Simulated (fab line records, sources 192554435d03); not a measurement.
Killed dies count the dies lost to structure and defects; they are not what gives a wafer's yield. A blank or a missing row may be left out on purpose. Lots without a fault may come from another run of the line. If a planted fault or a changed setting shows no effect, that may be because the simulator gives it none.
Chamber matching :: flow n5-finfet :: N5_BEOL_M4_ETCH_74 on rie-diel-03 has 4 sister chambers
The step etches underlayer in N2/H2, target depth 6.5 nm, time 5.2 s. 8 wafers are shown with their chamber, then 11 later ones without.

== WAFERS PAIRED WITH THEIR CHAMBERS ==
wafer: L081.2
chamber: 2
showerhead-plenum-p-Torr (Torr): 2.40
drypump-motor-current-A (A): 5.2

wafer: L084.2
chamber: 0
showerhead-plenum-p-Torr (Torr): 2.55
drypump-motor-current-A (A): 5.0

wafer: L088.1
chamber: 2
showerhead-plenum-p-Torr (Torr): 2.40
drypump-motor-current-A (A): 5.2

wafer: L088.2
chamber: 1
showerhead-plenum-p-Torr (Torr): 2.50
drypump-motor-current-A (A): 5.9

wafer: L091.1
chamber: 3
showerhead-plenum-p-Torr (Torr): 2.69
drypump-motor-current-A (A): 4.8

wafer: L091.3
chamber: 0
showerhead-plenum-p-Torr (Torr): 2.55
drypump-motor-current-A (A): 5.0

wafer: L091.6
chamber: 3
showerhead-plenum-p-Torr (Torr): 2.69
drypump-motor-current-A (A): 4.9

wafer: L093.1
chamber: 1
showerhead-plenum-p-Torr (Torr): 2.49
drypump-motor-current-A (A): 5.9

== WAFERS WHOSE CHAMBER IS MISSING ==
wafer: L093.3
showerhead-plenum-p-Torr (Torr): 2.39
drypump-motor-current-A (A): 5.2

wafer: L093.5
showerhead-plenum-p-Torr (Torr): 2.49
drypump-motor-current-A (A): 5.8

wafer: L094.1
showerhead-plenum-p-Torr (Torr): 2.39
drypump-motor-current-A (A): 5.2

wafer: L094.2
showerhead-plenum-p-Torr (Torr): 2.69
drypump-motor-current-A (A): 4.9

wafer: L094.3
showerhead-plenum-p-Torr (Torr): 2.49
drypump-motor-current-A (A): 5.8

wafer: L094.4
showerhead-plenum-p-Torr (Torr): 2.54
drypump-motor-current-A (A): 5.0

wafer: L094.5
showerhead-plenum-p-Torr (Torr): 2.69
drypump-motor-current-A (A): 4.9

wafer: L094.6
showerhead-plenum-p-Torr (Torr): 2.39
drypump-motor-current-A (A): 5.3

wafer: L095.1
showerhead-plenum-p-Torr (Torr): 2.69
drypump-motor-current-A (A): 4.8

wafer: L095.5
showerhead-plenum-p-Torr (Torr): 2.49
drypump-motor-current-A (A): 5.8

wafer: L095.6
showerhead-plenum-p-Torr (Torr): 2.39
drypump-motor-current-A (A): 5.2

== THE CHAMBER EACH PASSED THROUGH ==
wafer: L093.3
from the rows above: 2
in truth: 2

wafer: L093.5
from the rows above: 1
in truth: 1

wafer: L094.1
from the rows above: 2
in truth: 2

wafer: L094.2
from the rows above: 3
in truth: 3

wafer: L094.3
from the rows above: 1
in truth: 1

wafer: L094.4
from the rows above: 0
in truth: 0

wafer: L094.5
from the rows above: 3
in truth: 3

wafer: L094.6
from the rows above: 2
in truth: 2

wafer: L095.1
from the rows above: 3
in truth: 3

wafer: L095.5
from the rows above: 1
in truth: 1

wafer: L095.6
from the rows above: 2
in truth: 2
11 of 11 placed correctly. Not placeable from these rows: 0. Number placed wrongly: 0.
How it was worked out, from the rows above alone: a wafer's distance from a chamber is the root of the sum, over the readings, of the square of ((its reading less the chamber's mean) divided by the reading's scatter). The wafer belongs to the nearest chamber; if the next one is less than 2 further off, it can't be placed. Each chamber's mean is taken over the wafers shown for it. The scatter: the root of (the sum of the squares of (reading less its chamber's mean) over the shown wafers, divided by (wafers less chambers)).
